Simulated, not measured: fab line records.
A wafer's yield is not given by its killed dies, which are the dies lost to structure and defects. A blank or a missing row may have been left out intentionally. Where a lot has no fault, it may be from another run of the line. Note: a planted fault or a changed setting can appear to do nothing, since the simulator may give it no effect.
Chamber matching / flow nandHarc / rieDiel-11 running NHARC_P_BONDPAD_ETCH_24: 4 sister chambers
The step etches the open film in CF4/N2, target depth 30 nm, time 72.99 s. 4 wafers are shown with their chamber, then 8 later ones without.

WAFERS WITH THEIR CHAMBER
wafer=L750.5; chamber=0; showerheadPlenumPTorr (Torr)=2.79
wafer=L757.5; chamber=2; showerheadPlenumPTorr (Torr)=2.53
wafer=L757.6; chamber=3; showerheadPlenumPTorr (Torr)=2.48
wafer=L758.1; chamber=1; showerheadPlenumPTorr (Torr)=2.78

WAFERS WITHOUT THEIR CHAMBER
wafer=L758.2; showerheadPlenumPTorr (Torr)=2.53
wafer=L758.6; showerheadPlenumPTorr (Torr)=2.78
wafer=L768.1; showerheadPlenumPTorr (Torr)=2.48
wafer=L768.2; showerheadPlenumPTorr (Torr)=2.77
wafer=L768.6; showerheadPlenumPTorr (Torr)=2.48
wafer=L769.3; showerheadPlenumPTorr (Torr)=2.78
wafer=L769.4; showerheadPlenumPTorr (Torr)=2.48
wafer=L769.5; showerheadPlenumPTorr (Torr)=2.78

WHICH CHAMBER EACH ONE RAN IN
wafer=L758.2; from the rows above=2; in truth=2
wafer=L758.6; from the rows above=1; in truth=1
wafer=L768.1; from the rows above=3; in truth=3
wafer=L768.2; from the rows above=1; in truth=1
wafer=L768.6; from the rows above=3; in truth=3
wafer=L769.3; from the rows above=1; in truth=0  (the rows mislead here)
wafer=L769.4; from the rows above=3; in truth=3
wafer=L769.5; from the rows above=1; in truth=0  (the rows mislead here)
6 of 8 placed correctly. Not placeable from these rows: 0. Wrongly placed: 2.
How it was worked out, from the rows above alone: a wafer's distance from a chamber is the root of the sum, over the readings, of the square of ((its reading less the chamber's mean) divided by the reading's scatter). If the next closest chamber is less than 2 further off than the closest, the wafer can't be placed; otherwise it belongs to the closest. For every chamber, the mean is computed from those of its wafers that are shown. The scatter: with one shown wafer a chamber, the root of the mean of the squares of how far each hidden wafer lies from its nearest shown one.
